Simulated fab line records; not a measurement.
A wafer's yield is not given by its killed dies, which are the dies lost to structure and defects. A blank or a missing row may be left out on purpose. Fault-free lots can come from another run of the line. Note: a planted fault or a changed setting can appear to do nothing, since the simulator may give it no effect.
A struck lot beside a sound one + flow nand harc + 14 steps out of a route of 1302
Sound: the wafers L670.1, L670.4, L670.5. The struck wafers were L681.2, L681.5, L681.6. Last of all comes the cause.
Order at every step that has rows: each side's tool, ch and its chambers, its first start. Under that, the readings that differ: sound wafers + struck wafers + difference of the means + sigmas: that difference in standard deviations of wafers without a fault.
alike: readings with means less than 2 such deviations apart, plus words and numbers identical on both sides. not compared: withheld readings, readings lacking a value on some wafer, bounds such as >300 that could conceal the same value, and numbers that have no deviation in the record and whose values overlap.
Wherever a step has rows on one side only, a row that says differs or no value, or a row with sigmas, the two part there. Non-overlapping numbers with no deviation appear without sigmas and do not part them. A reading missing from all wafers of one side parts the sides only when that side holds two or more wafers.

NHARC_P_GATE_DESCUM_48: chemistry O2, time 3 s.
  sound on rie diel-11 ch 1,2, day 6 02:35; struck on rie diel-11 ch 1,2,3, day 10 09:15
  alike: chamber pressure mTorr, drypump motor current A, o2 flow sccm, oes product au, rf vpp V, showerhead plenum p Torr, throttle valve pct
  not compared: rf hours counter h
after that, 1 step had no rows for these wafers: NHARC_P_GATE_IMPLANT_49.
NHARC_P_GATE_STRIP_111: strips in N2/H2, time 250 s.
  sound on plasma asher-02 ch 1, day 6 03:00; struck on plasma asher-02 ch 0,1, day 10 09:36
  alike: drypump motor current A, heater power w
  not compared: rf hours counter h
NHARC_P_GATE_STRIP_75: strips in O2.
  sound on plasma asher-02 ch 1, day 6 03:16; struck on plasma asher-02 ch 0,1, day 10 09:54
  alike: drypump motor current A, heater power w
  not compared: rf hours counter h
then, 8 steps without rows for these wafers: NHARC_P_GATE_STRIP_50 (strips in SPM, time 900 s); NHARC_P_GATE_DEHYDRATE_51 (time 120 s); NHARC_P_GATE_HMDS_52 (time 30 s); NHARC_P_GATE_COAT_53; NHARC_P_GATE_SOFTBAKE_54 (time 95 s); NHARC_P_GATE_EBR_55; NHARC_P_GATE_EXPOSE_56 (exposes mask P PSD, target cd 720 nm); NHARC_P_GATE_PEB_57 (peb time 85 s).
NHARC_P_GATE_DEVELOP_58: time 70 s.
  sound on litho track-03 ch 0, day 6 04:00; struck on litho track-03, day 10 10:00
  no value came back on the struck wafers for chill plate temp C (C), exhaust pa (Pa), resist line temp C (C); on the sound wafers chill plate temp C (C) reads 22.96 23.03 22.78
NHARC_P_GATE_CD_MEAS_59: target cd 720 nm.
  sound on cd sem-02 ch 0, day 6 04:10; struck on cd sem-02 ch 0, day 10 10:42
  alike: cd nm

## WHERE THEY PART
NHARC_P_GATE_DEVELOP_58 only, going by this record. Later steps at which nothing parts them and some readings are alike: NHARC_P_GATE_CD_MEAS_59.

WHY: whatever the simulator had introduced
Beginning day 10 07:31, the whole step at NHARC_P_GATE_DEVELOP_58 was skipped on litho track-03. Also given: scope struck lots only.
